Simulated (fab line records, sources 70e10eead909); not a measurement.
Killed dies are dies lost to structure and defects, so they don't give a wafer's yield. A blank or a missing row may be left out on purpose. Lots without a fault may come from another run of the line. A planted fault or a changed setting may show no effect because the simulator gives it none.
fab line records | flow nand_harc
record lots=5 wafers=15 last_day=32
route steps=1302 shown A_DECK1_JOINT@541 A_ONON_D2@545 A_CHANNEL_HOLE_D2@570
lots that met no fault: from a run of the same line without faults
start_h: hours from the record's first day to the start of the lot's first wafer shown | wait_h: hours since the lot's step before | " the same as in the row above | L1.1+2: a row that stands for several wafers | - no value, or no start given | * or withheld: withheld | < > ~ a bound
route shown NAME@n: a module of which the file shows steps, and the number in the route of the first | usual: mean/standard deviation of fault-free wafers | same: alike in all rows | chamber/n: place in a boat | sites: the reading at each site | _std_site: their standard deviation | _edge_site: outer sites' mean less inner sites' | radius_mm: how far each site lies from the wafer's centre | mask NAME#n: copy n | behind: the tool/chamber that last shaped the wafer | hold: why the lot was held/for how many hours/how that ended | device: the transistor (n, p or np) that didn't switch | end of line: the same wafers' tests at the end of the route | a step without rows: its recipe alone | killed: dies lost to structure and defects at the first sort, not the wafer's yield | map: a wafer's dies, x killed, . not, _ none there
set.NAME: the setting as run; set.NAME@STEP: as run at that earlier step | model.NAME: the simulator's own value behind a step, which no gauge read
lots at some steps of the route; a table a step, a row a wafer
services: from which hour (start_h, from the record's first day; less than 0 if before it) a tool's chamber was out of use, for how many hours, and why
## steps
# step NHARC_A_DECK1_JOINT_SRD_15
# columns lot.wafer tool chamber start_h wait_h
L074.1+4+5 wet_bench-05 5,7,0 253.75 0.0
L076.3+1+6 wet_bench-01 6,0,3 272.78 0.0
L078.2+5+3 wet_bench-05 4,7,0 284.14 0.0
L083.4+3+5 wet_bench-01 3,4,6 344.79 0.0
L096.6+3+5 wet_bench-01 3,5,6 464.59 0.0
# step NHARC_A_DECK1_JOINT_DEP_16
# recipe target_thk_a=450 temp_c=400 pressure_torr=6.5 rf_w=900 teos_flow_sccm=161.4 flow_sccm=2650 target_thk_nm=45 gas=O2 material=SiO2
# usual heater_power_w=555/60 susceptor_temp_C=399.99/0.21 throttle_valve_pct=15.6/0.39
# columns lot.wafer tool chamber start_h wait_h heater_power_w susceptor_temp_C throttle_valve_pct
L074.1 pecvd-01 1 253.84 0.1 446 400.18 15.8
L074.4 " 0 " " 617 399.69 16.0
L074.5 " 0 " " 635 400.05 15.9
L076.3 pecvd-01 2 272.87 0.1 613 399.90 16.3
L076.1 " 0 " " 541 399.68 15.5
L076.6 " 0 " " 532 400.07 15.8
L078.2 pecvd-01 0 284.23 0.1 659 399.95 15.7
L078.3 " 2 " " 478 400.48 15.9
L078.5 " 0 " " 512 399.77 15.6
L083.3 pecvd-02 2 344.94 0.1 570 400.01 15.3
L083.5 " 1 " " 555 399.76 15.7
L083.4 " 2 " " 587 400.15 15.4
L096.3 pecvd-03 1 464.67 0.1 522 399.92 16.0
L096.6 " 1 " " 524 399.75 16.0
L096.5 " 0 " " 628 399.70 15.0
# step NHARC_A_DECK1_JOINT_THK_MEAS_17
# recipe thk_meas_gauge=ellipsometry
# usual thk_nm=44.8/1.2
# columns lot.wafer tool chamber start_h wait_h thk_nm
L074.1 film_metro-02 - 254.21 0.3 44.1
L074.4 " - " " 45.2
L074.5 " - " " 46.8
L076.1 film_metro-02 - 273.15 0.2 43.4
L076.3 " - " " 43.8
L076.6 " - " " 45.6
L078.2 film_metro-01 - 284.51 0.3 46.5
L078.3 " - " " 43.7
L078.5 " - " " 46.2
L083.3 film_metro-02 - 345.16 0.2 46.2
L083.4 " - " " 45.6
L083.5 " - " " 45.0
L096.3 film_metro-01 - 464.95 0.3 44.5
L096.5 " - " " 45.1
L096.6 " - " " 45.7
# step NHARC_A_DECK1_JOINT_INSPECT_05
# usual raw_defect_count=312/100
# columns lot.wafer tool chamber start_h wait_h raw_defect_count
L074.1 defect_inspect-01 - 254.24 0.0 364
L074.4 " - " " 507
L074.5 " - " " 236
L076.1 defect_inspect-02 - 273.18 0.0 235
L076.3 " - " " 259
L076.6 " - " " 301
L078.2 defect_inspect-02 - 284.55 0.0 729
L078.3 " - " " 490
L078.5 " - " " 537
L083.3 defect_inspect-02 - 345.19 0.0 515
L083.4 " - " " 354
L083.5 " - " " 281
L096.3 defect_inspect-01 - 464.99 0.0 429
L096.5 " - " " 280
L096.6 " - " " 235
# step NHARC_A_ONON_D2_DEP_00
# recipe target_thk_a=10000 n2_flow_sccm=2750 n2o_flow_sccm=2000 nh3_flow_sccm=500 sih4_flow_sccm=210 temp_c=400
# usual susceptor_temp_C=400.00/0.23
# columns lot.wafer tool chamber start_h wait_h susceptor_temp_C
L074.1 pecvd_onon-03 0 254.33 0.1 399.90
L074.4 " 0 " " 399.69
L074.5 " 0 " " 399.81
L076.1 pecvd_onon-04 0 273.25 0.1 399.63
L076.3 " 0 " " 399.58
L076.6 " 0 " " 400.08
L078.2 pecvd_onon-03 0 284.67 0.1 400.09
L078.3 " 0 " " 400.42
L078.5 " 0 " " 399.94
L083.3 pecvd_onon-04 0 345.38 0.2 400.17
L083.4 " 0 " " 400.07
L083.5 " 0 " " 400.12
L096.3 pecvd_onon-03 0 465.17 0.2 400.08
L096.5 " 0 " " 400.25
L096.6 " 0 " " 400.37
# step NHARC_A_ONON_D2_THK_MEAS_02
# recipe thk_meas_gauge=ellipsometry
# usual thk_nm=997/11
# columns lot.wafer tool chamber start_h wait_h thk_nm
L074.1 film_metro-01 - 254.84 - 1005
L074.4 " - " " 1006
L074.5 " - " " 1007
L076.1 film_metro-01 - 273.76 - 999
L076.3 " - " " 997
L076.6 " - " " 998
L078.2 film_metro-01 - 285.13 - 999
L078.3 " - " " 997
L078.5 " - " " 998
L083.3 film_metro-02 - 345.78 - 996
L083.4 " - " " 995
L083.5 " - " " 995
L096.3 film_metro-01 - 465.57 - 980
L096.5 " - " " 980
L096.6 " - " " 980
# step NHARC_A_ONON_D2_DEP_03
# recipe target_thk_a=10000 n2_flow_sccm=2750 n2o_flow_sccm=2000 nh3_flow_sccm=500 sih4_flow_sccm=210 temp_c=400
# usual susceptor_temp_C=399.99/0.21
# columns lot.wafer tool chamber start_h wait_h susceptor_temp_C
L074.1 pecvd_onon-02 0 254.90 0.1 399.88
L074.4 " 0 " " 399.91
L074.5 " 0 " " 400.02
L076.1 pecvd_onon-03 0 273.82 0.1 400.17
L076.3 " 0 " " 400.68
L076.6 " 0 " " 400.27
L078.2 pecvd_onon-04 0 285.24 0.1 400.06
L078.3 " 0 " " 400.05
L078.5 " 0 " " 400.04
L083.3 pecvd_onon-04 0 345.95 0.2 399.95
L083.4 " 0 " " 399.98
L083.5 " 0 " " 400.33
L096.3 pecvd_onon-02 0 465.74 0.2 400.03
L096.5 " 0 " " 400.22
L096.6 " 0 " " 399.97
# step NHARC_A_ONON_D2_THK_MEAS_05
# recipe thk_meas_gauge=ellipsometry
# usual thk_nm=997/9.9
# columns lot.wafer tool chamber start_h wait_h thk_nm
L074.1 film_metro-01 - 255.41 - 1001
L074.4 " - " " 1001
L074.5 " - " " 1001
L076.1 film_metro-02 - 274.32 - 1001
L076.3 " - " " 1001
L076.6 " - " " 1003
L078.2 film_metro-02 - 285.69 - 1018
L078.3 " - " " 1017
L078.5 " - " " 1019
L083.3 film_metro-01 - 346.35 - 987
L083.4 " - " " 985
L083.5 " - " " 987
L096.3 film_metro-01 - 466.13 - 1001
L096.5 " - " " 1001
L096.6 " - " " 1001
# step NHARC_A_ONON_D2_DEP_06
# recipe target_thk_a=10000 n2_flow_sccm=2750 n2o_flow_sccm=2000 nh3_flow_sccm=500 sih4_flow_sccm=210 temp_c=400
# usual susceptor_temp_C=400.06/0.19
# columns lot.wafer tool chamber start_h wait_h susceptor_temp_C
L074.1 pecvd_onon-03 0 255.46 0.1 400.16
L074.4 " 0 " " 400.39
L074.5 " 0 " " 400.19
L076.1 pecvd_onon-02 0 274.38 0.1 400.19
L076.3 " 0 " " 400.00
L076.6 " 0 " " 400.16
L078.2 pecvd_onon-02 0 285.81 0.1 399.99
L078.3 " 0 " " 400.05
L078.5 " 0 " " 400.12
L083.3 pecvd_onon-04 0 346.52 0.2 400.26
L083.4 " 0 " " 400.06
L083.5 " 0 " " 400.35
L096.3 pecvd_onon-02 0 466.30 0.2 399.93
L096.5 " 0 " " 400.06
L096.6 " 0 " " 400.08
# step NHARC_A_ONON_D2_THK_MEAS_08
# recipe thk_meas_gauge=ellipsometry
# usual thk_nm=999/12
# columns lot.wafer tool chamber start_h wait_h thk_nm
L074.1 film_metro-02 - 255.97 - 977
L074.4 " - " " 977
L074.5 " - " " 977
L076.1 film_metro-01 - 274.89 - 994
L076.3 " - " " 995
L076.6 " - " " 993
L078.2 film_metro-02 - 286.26 - 1007
L078.3 " - " " 1007
L078.5 " - " " 1006
L083.3 film_metro-02 - 346.91 - 987
L083.4 " - " " 988
L083.5 " - " " 987
L096.3 film_metro-01 - 466.70 - 1005
L096.5 " - " " 1007
L096.6 " - " " 1005
# step NHARC_A_ONON_D2_DEP_09
# recipe target_thk_a=10000 n2_flow_sccm=2750 n2o_flow_sccm=2000 nh3_flow_sccm=500 sih4_flow_sccm=210 temp_c=400
# usual susceptor_temp_C=400.00/0.21
# columns lot.wafer tool chamber start_h wait_h susceptor_temp_C
L074.1 pecvd_onon-02 0 256.03 0.1 399.79
L074.4 " 0 " " 399.86
L074.5 " 0 " " 400.01
L076.1 pecvd_onon-04 0 274.94 0.1 400.12
L076.3 " 0 " " 399.87
L076.6 " 0 " " 399.99
L078.2 pecvd_onon-04 0 286.37 0.1 399.70
L078.3 " 0 " " 399.83
L078.5 " 0 " " 399.63
L083.3 pecvd_onon-04 0 347.08 0.2 399.90
L083.4 " 0 " " 400.22
L083.5 " 0 " " 400.21
L096.3 pecvd_onon-04 0 466.87 0.2 400.17
L096.5 " 0 " " 399.95
L096.6 " 0 " " 400.09
# step NHARC_A_ONON_D2_THK_MEAS_11
# recipe thk_meas_gauge=ellipsometry
# usual thk_nm=994/12
# columns lot.wafer tool chamber start_h wait_h thk_nm
L074.1 film_metro-01 - 256.54 - 992
L074.4 " - " " 992
L074.5 " - " " 991
L076.1 film_metro-01 - 275.45 - 990
L076.3 " - " " 988
L076.6 " - " " 989
L078.2 film_metro-02 - 286.83 - 987
L078.3 " - " " 986
L078.5 " - " " 987
L083.3 film_metro-01 - 347.48 - 1021
L083.4 " - " " 1021
L083.5 " - " " 1021
L096.3 film_metro-01 - 467.26 - 1001
L096.5 " - " " 1001
L096.6 " - " " 1003
# step NHARC_A_ONON_D2_DEP_12
# recipe target_thk_a=10000 n2_flow_sccm=2750 n2o_flow_sccm=2000 nh3_flow_sccm=500 sih4_flow_sccm=210 temp_c=400
# usual susceptor_temp_C=400.04/0.23
# columns lot.wafer tool chamber start_h wait_h susceptor_temp_C
L074.1 pecvd_onon-04 0 256.60 0.1 400.17
L074.4 " 0 " " 400.11
L074.5 " 0 " " 400.08
L076.1 pecvd_onon-03 0 275.51 0.1 400.35
L076.3 " 0 " " 400.36
L076.6 " 0 " " 400.20
L078.2 pecvd_onon-03 0 286.95 0.1 400.19
L078.3 " 0 " " 400.29
L078.5 " 0 " " 400.55
L083.3 pecvd_onon-03 0 347.66 0.2 400.10
L083.4 " 0 " " 399.98
L083.5 " 0 " " 399.99
L096.3 pecvd_onon-04 0 467.43 0.2 400.48
L096.5 " 0 " " 399.78
L096.6 " 0 " " 399.90
# step NHARC_A_ONON_D2_THK_MEAS_14
# recipe thk_meas_gauge=ellipsometry
# usual thk_nm=1003/8.6
# columns lot.wafer tool chamber start_h wait_h thk_nm
L074.1 film_metro-01 - 257.10 - 1016
L074.4 " - " " 1014
L074.5 " - " " 1015
L076.1 film_metro-01 - 276.02 - 1006
L076.3 " - " " 1004
L076.6 " - " " 1005
L078.2 film_metro-01 - 287.40 - 987
L078.3 " - " " 989
L078.5 " - " " 991
L083.3 film_metro-02 - 348.05 - 994
L083.4 " - " " 993
L083.5 " - " " 995
L096.3 film_metro-01 - 467.83 - 1011
L096.5 " - " " 1012
L096.6 " - " " 1012
# step NHARC_A_ONON_D2_ANNEAL_15
# recipe temp_c=750 time_s=3600
# usual zone_power_centre_pct=12.7/0.83
# same time_s=3600
# columns lot.wafer tool chamber start_h wait_h zone_power_centre_pct
L074.1 furnace-03 0 260.38 3.3 11.5
L074.4 " 0 " " 11.7
L074.5 " 0 " " 11.6
L076.1 furnace-04 0 279.04 3.0 13.4
L076.3 " 0 " " 13.4
L076.6 " 0 " " 13.5
L078.2 furnace-06 0 291.08 3.7 11.4
L078.3 " 0 " " 11.5
L078.5 " 0 " " 11.7
L083.3 furnace-04 0 351.52 3.5 13.4
L083.4 " 0 " " 13.3
L083.5 " 0 " " 13.2
L096.3 furnace-04 0 470.84 3.0 13.4
L096.5 " 0 " " 13.4
L096.6 " 0 " " 13.5
# step NHARC_A_ONON_D2_DEP_16
# recipe target_thk_a=10000 n2_flow_sccm=2750 n2o_flow_sccm=2000 nh3_flow_sccm=500 sih4_flow_sccm=210 temp_c=400
# usual susceptor_temp_C=400.00/0.21
# columns lot.wafer tool chamber start_h wait_h susceptor_temp_C
L074.1 pecvd_onon-02 0 264.17 0.4 400.07
L074.4 " 0 " " 400.02
L074.5 " 0 " " 400.01
L076.1 pecvd_onon-04 0 282.93 0.4 400.02
L076.3 " 0 " " 400.04
L076.6 " 0 " " 399.74
L078.2 pecvd_onon-02 0 294.93 0.4 399.97
L078.3 " 0 " " 399.97
L078.5 " 0 " " 399.44
L083.3 pecvd_onon-02 0 355.53 0.5 400.35
L083.4 " 0 " " 399.81
L083.5 " 0 " " 399.99
L096.3 pecvd_onon-02 0 474.80 0.5 399.87
L096.5 " 0 " " 400.09
L096.6 " 0 " " 399.85
# step NHARC_A_ONON_D2_THK_MEAS_18
# recipe thk_meas_gauge=ellipsometry
# usual thk_nm=1000/7.5
# columns lot.wafer tool chamber start_h wait_h thk_nm
L074.1 film_metro-01 - 264.68 - 992
L074.4 " - " " 990
L074.5 " - " " 990
L076.1 film_metro-01 - 283.44 - 993
L076.3 " - " " 994
L076.6 " - " " 993
L078.2 film_metro-01 - 295.39 - 1003
L078.3 " - " " 1001
L078.5 " - " " 1001
L083.3 film_metro-01 - 355.92 - 984
L083.4 " - " " 984
L083.5 " - " " 986
L096.3 film_metro-02 - 475.20 - 1007
L096.5 " - " " 1007
L096.6 " - " " 1007
# step NHARC_A_ONON_D2_DEP_19
# recipe target_thk_a=10000 n2_flow_sccm=2750 n2o_flow_sccm=2000 nh3_flow_sccm=500 sih4_flow_sccm=210 temp_c=400
# usual susceptor_temp_C=400.03/0.2
# columns lot.wafer tool chamber start_h wait_h susceptor_temp_C
L074.1 pecvd_onon-03 0 264.73 0.1 399.85
L074.4 " 0 " " 400.02
L074.5 " 0 " " 399.63
L076.1 pecvd_onon-02 0 283.49 0.1 400.27
L076.3 " 0 " " 400.18
L076.6 " 0 " " 400.12
L078.2 pecvd_onon-03 0 295.50 0.1 400.20
L078.3 " 0 " " 400.22
L078.5 " 0 " " 400.25
L083.3 pecvd_onon-04 0 356.10 0.2 400.00
L083.4 " 0 " " 400.35
L083.5 " 0 " " 399.96
L096.3 pecvd_onon-02 0 475.51 0.3 400.07
L096.5 " 0 " " 399.93
L096.6 " 0 " " 399.74
# step NHARC_A_ONON_D2_THK_MEAS_21
# recipe thk_meas_gauge=ellipsometry
# usual thk_nm=1000/11
# columns lot.wafer tool chamber start_h wait_h thk_nm
L074.1 film_metro-01 - 265.24 - 1005
L074.4 " - " " 1003
L074.5 " - " " 1004
L076.1 film_metro-01 - 284.00 - 997
L076.3 " - " " 996
L076.6 " - " " 998
L078.2 film_metro-02 - 295.96 - 995
L078.3 " - " " 997
L078.5 " - " " 995
L083.3 film_metro-01 - 356.49 - 999
L083.4 " - " " 997
L083.5 " - " " 999
L096.3 film_metro-02 - 475.90 - 1022
L096.5 " - " " 1022
L096.6 " - " " 1023
# step NHARC_A_ONON_D2_DEP_22
# recipe target_thk_a=10000 n2_flow_sccm=2750 n2o_flow_sccm=2000 nh3_flow_sccm=500 sih4_flow_sccm=210 temp_c=400
# usual susceptor_temp_C=399.98/0.22
# columns lot.wafer tool chamber start_h wait_h susceptor_temp_C
L074.1 pecvd_onon-04 0 265.30 0.1 400.14
L074.4 " 0 " " 400.04
L074.5 " 0 " " 399.81
L076.1 pecvd_onon-04 0 284.06 0.1 400.12
L076.3 " 0 " " 399.64
L076.6 " 0 " " 400.18
L078.2 pecvd_onon-02 0 296.07 0.1 399.99
L078.3 " 0 " " 399.96
L078.5 " 0 " " 399.99
L083.3 pecvd_onon-03 0 356.66 0.2 400.34
L083.4 " 0 " " 399.56
L083.5 " 0 " " 399.83
L096.3 pecvd_onon-02 0 476.21 0.3 399.84
L096.5 " 0 " " 399.93
L096.6 " 0 " " 399.95
# step NHARC_A_ONON_D2_THK_MEAS_24
# recipe thk_meas_gauge=ellipsometry
# usual thk_nm=1004/8.6
# columns lot.wafer tool chamber start_h wait_h thk_nm
L074.1 film_metro-01 - 265.81 - 1000
L074.4 " - " " 999
L074.5 " - " " 1001
L076.1 film_metro-02 - 284.57 - 1007
L076.3 " - " " 1006
L076.6 " - " " 1005
L078.2 film_metro-01 - 296.52 - 1016
L078.3 " - " " 1020
L078.5 " - " " 1018
L083.3 film_metro-01 - 357.06 - 1017
L083.4 " - " " 1017
L083.5 " - " " 1016
L096.3 film_metro-02 - 476.60 - 1014
L096.5 " - " " 1012
L096.6 " - " " 1013
# step NHARC_A_ONON_D2_DEP_25
# recipe target_thk_a=10000 n2_flow_sccm=2750 n2o_flow_sccm=2000 nh3_flow_sccm=500 sih4_flow_sccm=210 temp_c=400
# usual susceptor_temp_C=399.99/0.24
# columns lot.wafer tool chamber start_h wait_h susceptor_temp_C
L074.1 pecvd_onon-02 0 265.87 0.1 400.20
L074.4 " 0 " " 400.05
L074.5 " 0 " " 400.21
L076.1 pecvd_onon-02 0 284.63 0.1 400.01
L076.3 " 0 " " 399.78
L076.6 " 0 " " 399.84
L078.2 pecvd_onon-03 0 296.63 0.1 400.02
L078.3 " 0 " " 400.49
L078.5 " 0 " " 400.44
L083.3 pecvd_onon-04 0 357.23 0.2 400.08
L083.4 " 0 " " 400.18
L083.5 " 0 " " 400.12
L096.3 pecvd_onon-02 0 477.02 0.4 399.96
L096.5 " 0 " " 400.21
L096.6 " 0 " " 400.18
# step NHARC_A_ONON_D2_THK_MEAS_27
# recipe thk_meas_gauge=ellipsometry
# usual thk_nm=1001/10
# columns lot.wafer tool chamber start_h wait_h thk_nm
L074.1 film_metro-01 - 266.38 - 997
L074.4 " - " " 998
L074.5 " - " " 996
L076.1 film_metro-02 - 285.13 - 1002
L076.3 " - " " 1002
L076.6 " - " " 999
L078.2 film_metro-01 - 297.08 - 1001
L078.3 " - " " 1001
L078.5 " - " " 1002
L083.3 film_metro-01 - 357.63 - 1000
L083.4 " - " " 999
L083.5 " - " " 1001
L096.3 film_metro-01 - 477.42 - 1001
L096.5 " - " " 1002
L096.6 " - " " 1003
# step NHARC_A_ONON_D2_DEP_28
# recipe target_thk_a=10000 n2_flow_sccm=2750 n2o_flow_sccm=2000 nh3_flow_sccm=500 sih4_flow_sccm=210 temp_c=400
# usual susceptor_temp_C=399.99/0.23
# columns lot.wafer tool chamber start_h wait_h susceptor_temp_C
L074.1 pecvd_onon-03 0 266.43 0.1 399.95
L074.4 " 0 " " 399.76
L074.5 " 0 " " 400.03
L076.1 pecvd_onon-03 0 285.19 0.1 399.87
L076.3 " 0 " " 399.54
L076.6 " 0 " " 399.68
L078.2 pecvd_onon-02 0 297.19 0.1 399.74
L078.3 " 0 " " 400.14
L078.5 " 0 " " 399.74
L083.3 pecvd_onon-02 0 357.79 0.2 400.37
L083.4 " 0 " " 400.13
L083.5 " 0 " " 400.09
L096.3 pecvd_onon-02 0 477.72 0.3 400.00
L096.5 " 0 " " 400.35
L096.6 " 0 " " 399.76
# step NHARC_A_ONON_D2_THK_MEAS_30
# recipe thk_meas_gauge=ellipsometry
# usual thk_nm=1000/11
# columns lot.wafer tool chamber start_h wait_h thk_nm
L074.1 film_metro-01 - 266.94 - 998
L074.4 " - " " 997
L074.5 " - " " 997
L076.1 film_metro-01 - 285.70 - 997
L076.3 " - " " 997
L076.6 " - " " 999
L078.2 film_metro-01 - 297.65 - 998
L078.3 " - " " 997
L078.5 " - " " 1000
L083.3 film_metro-01 - 358.18 - 987
L083.4 " - " " 986
L083.5 " - " " 985
L096.3 film_metro-02 - 478.12 - 982
L096.5 " - " " 981
L096.6 " - " " 981
# step NHARC_A_ONON_D2_DEP_33
# recipe target_thk_a=2000 temp_c=400 pressure_torr=6.5 rf_w=900 teos_flow_sccm=161.4 flow_sccm=2650 target_thk_nm=200 gas=O2 material=SiO2
# usual heater_power_w=557/75 susceptor_temp_C=400.00/0.24 throttle_valve_pct=15.7/0.4
# columns lot.wafer tool chamber start_h wait_h heater_power_w susceptor_temp_C throttle_valve_pct
L074.1 pecvd-04 1 267.09 0.1 399 400.30 16.1
L074.5 " 0 " " 542 400.22 15.9
L074.4 " 1 " " 419 400.22 16.0
L076.3 pecvd-03 2 285.76 0.1 580 400.13 15.4
L076.1 " 0 " " 570 399.94 14.9
L076.6 " 0 " " 579 400.32 15.1
L078.2 pecvd-03 0 297.70 0.1 638 400.09 15.4
L078.3 " 1 " " 543 399.90 15.9
L078.5 " 1 " " 558 400.05 15.9
L083.3 pecvd-04 1 358.29 0.1 367 400.29 16.1
L083.4 " 1 " " 379 400.44 16.0
L083.5 " 2 " " 527 399.93 16.1
L096.3 pecvd-02 2 478.18 0.1 581 399.77 16.1
L096.5 " 2 " " 606 399.90 15.8
L096.6 " 1 " " 435 399.68 15.3
# step NHARC_A_ONON_D2_THK_MEAS_34
# recipe thk_meas_gauge=ellipsometry
# usual thk_nm=199.4/2.5
# columns lot.wafer tool chamber start_h wait_h thk_nm
L074.1 film_metro-02 - 267.41 - 199.6
L074.4 " - " " 199.3
L074.5 " - " " 201.7
L076.1 film_metro-02 - 286.18 - 198.1
L076.3 " - " " 195.8
L076.6 " - " " 202.1
L078.2 film_metro-02 - 298.11 - 197.3
L078.3 " - " " 202.0
L078.5 " - " " 200.7
L083.3 film_metro-01 - 358.66 - 200.2
L083.4 " - " " 200.1
L083.5 " - " " 201.8
L096.3 film_metro-01 - 478.59 - 198.2
L096.5 " - " " 200.6
L096.6 " - " " 197.7
# step NHARC_A_ONON_D2_INSPECT_32
# usual raw_defect_count=387/120
# columns lot.wafer tool chamber start_h wait_h raw_defect_count
L074.1 defect_inspect-02 - 267.48 0.0 489
L074.4 " - " " 680
L074.5 " - " " 296
L076.1 defect_inspect-01 - 286.26 0.0 295
L076.3 " - " " 319
L076.6 " - " " 354
L078.2 defect_inspect-01 - 298.18 0.0 831
L078.3 " - " " 576
L078.5 " - " " 625
L083.3 defect_inspect-02 - 358.72 0.0 631
L083.4 " - " " 468
L083.5 " - " " 383
L096.3 defect_inspect-01 - 478.65 0.0 531
L096.5 " - " " 349
L096.6 " - " " 277
# step NHARC_A_CHANNEL_HOLE_D2_DEP_00
# recipe target_thk_a=31000 temp_c=400 material=aC
# usual susceptor_temp_C=400.04/0.22 throttle_valve_pct=35.001/0.0096
# columns lot.wafer tool chamber start_h wait_h susceptor_temp_C throttle_valve_pct
L074.1 acl_dep-03 0 270.11 2.6 400.24 34.996
L074.4 " 0 " " 399.71 34.983
L074.5 " 0 " " 399.92 34.995
L076.1 acl_dep-01 0 289.26 3.0 - 35.015
L076.3 " 0 " " - 34.989
L076.6 " 0 " " - 34.992
L078.2 acl_dep-01 0 298.87 0.7 - 34.972
L078.3 " 0 " " - 34.992
L078.5 " 0 " " - 34.996
L083.3 acl_dep-01 0 363.12 4.4 - 34.992
L083.4 " 0 " " - 35.006
L083.5 " 0 " " - 35.000
L096.3 acl_dep-03 0 481.51 2.9 - 35.007
L096.5 " 0 " " - 35.012
L096.6 " 0 " " - 34.998
# step NHARC_A_CHANNEL_HOLE_D2_DEP_01
# recipe target_thk_a=1400 target_thk_nm=140 temp_c=400 pressure_torr=3.5 flow_sccm=200 rf_w=350 material=SiON
# usual heater_power_w=740/66 susceptor_temp_C=399.99/0.22
# columns lot.wafer tool chamber start_h wait_h heater_power_w susceptor_temp_C
L074.1 pecvd-04 2 272.09 1.7 641 400.31
L074.5 " 1 " " 603 400.34
L074.4 " 2 " " 654 400.16
L076.3 pecvd-03 2 291.17 1.0 770 399.99
L076.1 " 0 " " 835 399.95
L076.6 " 2 " " 797 399.94
L078.2 pecvd-03 1 300.46 1.3 746 399.86
L078.3 " 2 " " 783 400.25
L078.5 " 1 " " 762 400.45
L083.3 pecvd-01 1 364.39 1.0 713 400.13
L083.4 " 1 " " 713 399.76
L083.5 " 0 " " 730 399.47
L096.3 pecvd-01 2 482.79 1.0 781 400.20
L096.6 " 2 " " 772 400.12
L096.5 " 0 " " 744 400.08
# step NHARC_A_CHANNEL_HOLE_D2_DEHYDRATE_02
# recipe temp_c=150 time_s=120
# same time_s=120
# columns lot.wafer tool chamber start_h wait_h
L074.1+4+5 litho_track-04 0 272.31 0.2
L076.1+3+6 litho_track-06 0 291.44 0.2
L078.2+3+5 litho_track-06 0 300.74 0.2
L083.3+4+5 litho_track-01 0 364.68 0.3
L096.3+5+6 litho_track-06 0 483.06 0.2
# step NHARC_A_CHANNEL_HOLE_D2_HMDS_03
# recipe time_s=30
# same time_s=30
# columns lot.wafer tool chamber start_h wait_h
L074.1+4+5 litho_track-04 0 - -
L076.1+3+6 litho_track-06 0 - -
L078.2+3+5 litho_track-06 0 - -
L083.3+4+5 litho_track-01 0 - -
L096.3+5+6 litho_track-06 0 - -
# step NHARC_A_CHANNEL_HOLE_D2_COAT_36
# recipe temp_c=260 time_s=75
# same time_s=75
# columns lot.wafer tool chamber start_h wait_h
L074.1+4+5 litho_track-04 0 - -
L076.1+3+6 litho_track-06 0 - -
L078.2+3+5 litho_track-06 0 - -
L083.3+4+5 litho_track-01 0 - -
L096.3+5+6 litho_track-06 0 - -
# step NHARC_A_CHANNEL_HOLE_D2_COAT_37
# recipe temp_c=225 time_s=65
# same time_s=65
# columns lot.wafer tool chamber start_h wait_h
L074.1+4+5 litho_track-04 0 - -
L076.1+3+6 litho_track-06 0 - -
L078.2+3+5 litho_track-06 0 - -
L083.3+4+5 litho_track-01 0 - -
L096.3+5+6 litho_track-06 0 - -
# step NHARC_A_CHANNEL_HOLE_D2_COAT_04
# recipe spin_rpm=1500 resist_thk_nm=90
# columns lot.wafer tool chamber start_h wait_h
L074.1+4+5 litho_track-04 0 - -
L076.1+3+6 litho_track-06 0 - -
L078.2+3+5 litho_track-06 0 - -
L083.3+4+5 litho_track-01 0 - -
L096.3+5+6 litho_track-06 0 - -
# step NHARC_A_CHANNEL_HOLE_D2_SOFTBAKE_05
# recipe temp_c=105 time_s=55
# same time_s=55
# columns lot.wafer tool chamber start_h wait_h
L074.1+4+5 litho_track-04 0 - -
L076.1+3+6 litho_track-06 0 - -
L078.2+3+5 litho_track-06 0 - -
L083.3+4+5 litho_track-01 0 - -
L096.3+5+6 litho_track-06 0 - -
# step NHARC_A_CHANNEL_HOLE_D2_EBR_06
# columns lot.wafer tool chamber start_h wait_h
L074.1+4+5 litho_track-04 0 - -
L076.1+3+6 litho_track-06 0 - -
L078.2+3+5 litho_track-06 0 - -
L083.3+4+5 litho_track-01 0 - -
L096.3+5+6 litho_track-06 0 - -
# step NHARC_A_CHANNEL_HOLE_D2_EXPOSE_07
# recipe na=1.35 target_cd_nm=100 sigma_outer=0.3 dose_mj=59.65 mask_id=HOLE_D2
# columns lot.wafer tool chamber start_h wait_h mask
L074.1+4+5 arfi_scanner-03 0 272.49 - HOLE_D2#0
L076.1+3+6 arfi_scanner-03 0 291.75 - HOLE_D2#0
L078.2+3+5 arfi_scanner-03 0 300.93 - HOLE_D2#0
L083.3+4+5 arfi_scanner-03 0 364.99 - HOLE_D2#0
L096.3+5+6 arfi_scanner-03 0 483.38 - HOLE_D2#0
# step NHARC_A_CHANNEL_HOLE_D2_PEB_08
# recipe peb_temp_c=100 peb_time_s=65
# same peb_time_s=65
# columns lot.wafer tool chamber start_h wait_h
L074.1+4+5 litho_track-06 0 272.55 0.1
L076.1+3+6 litho_track-01 0 291.81 0.1
L078.2+3+5 litho_track-04 0 300.98 0.1
L083.3+4+5 litho_track-04 0 365.05 0.0
L096.3+5+6 litho_track-04 0 483.43 0.0
# step NHARC_A_CHANNEL_HOLE_D2_DEVELOP_09
# recipe develop_time_s=35 dev_temp_c=23
# columns lot.wafer tool chamber start_h wait_h
L074.1+4+5 litho_track-06 0 - -
L076.1+3+6 litho_track-01 0 - -
L078.2+3+5 litho_track-04 0 - -
L083.3+4+5 litho_track-04 0 - -
L096.3+5+6 litho_track-04 0 - -
## services
# columns tool chamber start_h hours kind
pecvd-04 - 245.44 13.0 pm
pecvd-01 2 250.12 6.0 repair
pecvd-01 - 254.87 1.4 repair
wet_bench-01 - 259.85 8.0 pm
pecvd_onon-04 - 287.19 13.0 pm
pecvd-01 - 287.26 13.0 pm
arfi_scanner-03 - 298.22 1.9 repair
litho_track-01 - 306.00 7.0 pm
pecvd-01 0 306.40 10.8 repair
pecvd-01 - 320.91 0.9 repair
litho_track-06 - 330.00 7.0 pm
pecvd-01 - 334.89 3.2 repair
pecvd_onon-02 - 342.00 13.0 pm
arfi_scanner-03 - 344.00 4.0 pm
pecvd-03 - 346.85 13.0 pm
litho_track-04 - 354.00 7.0 pm
pecvd_onon-03 - 384.00 13.0 pm
pecvd-03 2 392.30 4.0 repair
pecvd-03 - 424.43 0.6 repair
pecvd_onon-04 - 450.25 0.2 repair
pecvd_onon-04 - 468.19 13.0 pm
pecvd-01 - 468.26 13.0 pm
arfi_scanner-03 - 470.75 1.0 repair
litho_track-01 - 481.00 7.0 pm
## key
fault none
